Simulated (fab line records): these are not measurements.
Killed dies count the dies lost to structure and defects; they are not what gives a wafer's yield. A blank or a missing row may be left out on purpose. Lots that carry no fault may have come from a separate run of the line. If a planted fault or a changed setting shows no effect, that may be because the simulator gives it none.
Matching of chambers -- flow n5-finfet -- 4 sister chambers for N5_BEOL_M3_VIA_ETCH_34 on rie-diel-01
The step etches the open film in C4F6/O2, target depth 69.4 nm, time 65.9 s. 14 wafers are shown with their chamber, then 7 later ones without.

WAFERS PAIRED WITH THEIR CHAMBERS
wafer,chamber,throttle-valve-pct (%),rf-vpp-V (V),showerhead-plenum-p-Torr (Torr)
L075.1,1,31.40,639,2.93
L075.4,1,31.41,640,2.93
L075.6,3,30.79,675,2.89
L076.2,0,31.02,686,2.89
L076.3,3,30.78,674,2.89
L076.6,3,30.81,674,2.89
L080.1,3,30.80,675,2.88
L080.3,0,31.05,685,2.89
L080.4,0,31.05,685,2.89
L079.2,0,31.04,685,2.89
L079.3,0,31.05,684,2.89
L079.5,2,30.42,669,3.00
L084.3,0,31.05,686,2.88
L084.4,3,30.81,673,2.88

SIGNATURES, as means of the wafers listed above
reading,chamber 0,chamber 1,chamber 2,chamber 3,scatter within a chamber
throttle-valve-pct,31.0433,31.4050,30.4200,30.7980,0.0121
rf-vpp-V,685.17,639.50,669.00,674.20,0.783
showerhead-plenum-p-Torr,2.8883,2.9300,3.0000,2.8860,0.00451
Rule: a wafer lies at a distance from a chamber equal to the root of the sum of squares, over the readings, of (its reading less the chamber's mean, divided by the reading's scatter). The wafer belongs to the nearest chamber; if the next one is less than 2 further off, it can't be placed. How the scatter is found: for the shown wafers, subtract from each reading the mean of its chamber, square and add these, divide the total by (wafers less chambers), then take the root.

WAFERS MISSING THEIR CHAMBER
wafer,throttle-valve-pct (%),rf-vpp-V (V),showerhead-plenum-p-Torr (Torr)
L084.6,31.04,685,2.88
L094.3,31.07,686,2.88
L094.5,31.06,685,2.88
L094.6,30.80,674,2.87
L096.3,30.83,674,2.87
L096.4,30.94,639,2.92
L096.5,30.80,674,2.87

WHICH CHAMBER EACH WENT THROUGH
wafer,from the rows above,in truth
L084.6,0,0
L094.3,0,0
L094.5,0,0
L094.6,3,3
L096.3,3,3
L096.4,1,1
L096.5,3,3
Correct placement for 7 of the 7. Not placeable from these rows: 0. Number placed wrongly: 0.
